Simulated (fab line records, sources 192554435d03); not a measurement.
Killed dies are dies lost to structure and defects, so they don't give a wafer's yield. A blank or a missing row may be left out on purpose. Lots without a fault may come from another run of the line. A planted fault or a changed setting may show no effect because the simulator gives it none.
Split-lot experiment | flow n5_finfet | 7 lots, 21 wafers read, on a route of 1938 steps

THE SPLIT
At N5_BEOL_M14_SPUTTER_43 (material TaN, target thk 15 nm, time 24.19 s), the setting time_s was moved away from the recipe's 24.19 s on 6 of the 21 wafers read, by -12.2% to +5.5%. The other wafers ran this setting at the recipe's value.

The reading is taken at the split's own step.

THE READING
TaN_of_BEOL_M14_SPUTTER_43.thk_nm (the simulator's own value, which no gauge read), in nm, at N5_BEOL_M14_SPUTTER_43 (material TaN, target thk 15 nm, time 24.19 s). The file gives no usual value for it. The 15 wafers here that ran the recipe average 14.9 nm, standard deviation 0.17 nm.

wafer  | tool, chamber at the split | time_s as run, s | against the recipe | TaN_of_BEOL_M14_SPUTTER_43.thk_nm, nm | against lot-mates on the recipe
L075.1 | pvd_sputter-02, -          | 22.98            | -5.0%              | 14                                    | -0.6
L075.2 | pvd_sputter-02, -          | 22.98            | -5.0%              | 14                                    | -0.6
L075.4 | pvd_sputter-02, -          | 24.19            | recipe             | 14.6                                  | -
L080.3 | pvd_sputter-02, -          | 25.52            | +5.5%              | 15.8                                  | +0.8
L080.5 | pvd_sputter-02, -          | 25.52            | +5.5%              | 15.8                                  | +0.8
L080.6 | pvd_sputter-02, -          | 24.19            | recipe             | 15                                    | -
L082.1 | pvd_sputter-02, -          | 24.19            | recipe             | 14.8                                  | -
L082.3 | pvd_sputter-02, -          | 24.19            | recipe             | 14.8                                  | -
L082.4 | pvd_sputter-02, -          | 24.19            | recipe             | 15.2                                  | -
L084.2 | pvd_sputter-02, -          | 24.19            | recipe             | 14.8                                  | -
L084.3 | pvd_sputter-02, -          | 24.19            | recipe             | 15                                    | -
L084.4 | pvd_sputter-02, -          | 24.19            | recipe             | 15                                    | -
L091.1 | pvd_sputter-03, -          | 21.25            | -12.2%             | 13                                    | -2.0
L091.3 | pvd_sputter-03, -          | 24.19            | recipe             | 15                                    | -
L091.6 | pvd_sputter-03, -          | 21.25            | -12.2%             | 13.2                                  | -1.8
L092.1 | pvd_sputter-03, -          | 24.19            | recipe             | 14.8                                  | -
L092.6 | pvd_sputter-03, -          | 24.19            | recipe             | 14.8                                  | -
L092.5 | pvd_sputter-03, -          | 24.19            | recipe             | 15                                    | -
L095.3 | pvd_sputter-03, -          | 24.19            | recipe             | 15.2                                  | -
L095.6 | pvd_sputter-03, -          | 24.19            | recipe             | 15.2                                  | -
L095.4 | pvd_sputter-03, -          | 24.19            | recipe             | 15                                    | -

THE FIT
A straight line over all 21 wafers: TaN_of_BEOL_M14_SPUTTER_43.thk_nm changes by +0.156 nm for each +1% of time_s; r = +0.97; the points scatter about the line by 0.16 nm.
The same after taking each lot's own level away (the mean of its wafers on the recipe; 21 wafers): +0.151 nm for each +1%; r = +0.98; scatter 0.12 nm.
On that fit, the largest move of time_s shifts the reading by 1.8 nm.
The lots' own levels span 14.60 to 15.13 nm, that is 3.1 times the standard deviation above.
So the lot-to-lot level changes the slope little: the two slopes agree.
Check: with one of the wafers moved furthest among these (-12.2%) left out of the fit, the line predicts -1.72 nm for it against its lot-mates. It came out at -2 nm against them.

OTHER SPLITS ON THESE WAFERS
These wafers also went through other splits before the reading. Each is held against what the fit with the lots' levels taken away leaves over:
other split on the same wafers    | wafers away from the commonest value | r with TaN_of_BEOL_M14_SPUTTER_43.thk_nm (lot level and that fit taken away)
N5_BEOL_M13_TRENCH_ETCH_34 time_s | 10                                   | +0.09
N5_BEOL_M14_TRENCH_ETCH_34 bias_w | 3                                    | +0.38

THE FILE'S OWN FIT
TaN_of_BEOL_M14_SPUTTER_43.thk_nm changes by +0.15 nm for each +1% of time_s, r = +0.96.
